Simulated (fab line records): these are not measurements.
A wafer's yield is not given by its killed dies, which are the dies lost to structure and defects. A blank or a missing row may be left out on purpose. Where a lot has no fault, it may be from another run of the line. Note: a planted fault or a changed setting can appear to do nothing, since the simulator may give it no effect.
Matching of chambers | flow n5_finfet | uv_cure-02 running N5_BEOL_M6_CURE_74: 3 sister chambers
The step cures SiCOH lowk, time 240 s. 6 wafers are shown with their chamber, then 11 later ones without.

== WAFERS, EACH WITH ITS CHAMBER ==
wafer  | chamber | wafer_temp_C_max | lamp_power_pct (%)
L083.3 | 2       | 388.1            | 52.39
L083.4 | 2       | 387.6            | 52.33
L085.2 | 1       | 388.3            | 52.16
L085.3 | 1       | 388.3            | 52.27
L089.6 | 0       | 386.5            | 52.29
L091.1 | 0       | 386.3            | 52.40

== WAFERS WHOSE CHAMBER IS MISSING ==
wafer  | wafer_temp_C_max | lamp_power_pct (%)
L091.2 | 387.5            | 52.30
L091.6 | 386.6            | 52.34
L092.1 | 386.4            | 52.38
L092.2 | 387.3            | 52.33
L092.4 | 386.1            | 52.32
L093.2 | 387.2            | 52.32
L093.5 | 387.7            | 52.42
L093.6 | 387.0            | 52.34
L095.1 | 387.1            | 52.21
L095.2 | 387.5            | 52.37
L095.6 | 387.9            | 52.36

== CHAMBER TAKEN BY EACH ==
wafer  | from the rows above          | in truth
L091.2 | 2                            | 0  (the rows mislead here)
L091.6 | 0                            | 0
L092.1 | 0                            | 0
L092.2 | can't be placed: 2 or 0      | 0
L092.4 | 0                            | 0
L093.2 | can't be placed: 2 or 0      | 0
L093.5 | 2                            | 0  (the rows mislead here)
L093.6 | can't be placed: 0 or 2      | 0
L095.1 | can't be placed: 0 or 2 or 1 | 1
L095.2 | 2                            | 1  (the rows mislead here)
L095.6 | 2                            | 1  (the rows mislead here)
Correct placement for 3 of the 11. These rows do not allow placing 4 (true chamber among the candidates in 4). 4 placed wrongly.
How it was worked out, from the rows above alone: a wafer's distance from a chamber is the root of the sum, over the readings, of the square of ((its reading less the chamber's mean) divided by the reading's scatter). If the next closest chamber is less than 2 further off than the closest, the wafer can't be placed; otherwise it belongs to the closest. For every chamber, the mean is computed from those of its wafers that are shown. The scatter: take each reading less its chamber's mean, square it, sum over the shown wafers, divide by the number of wafers less the number of chambers, and take the root.
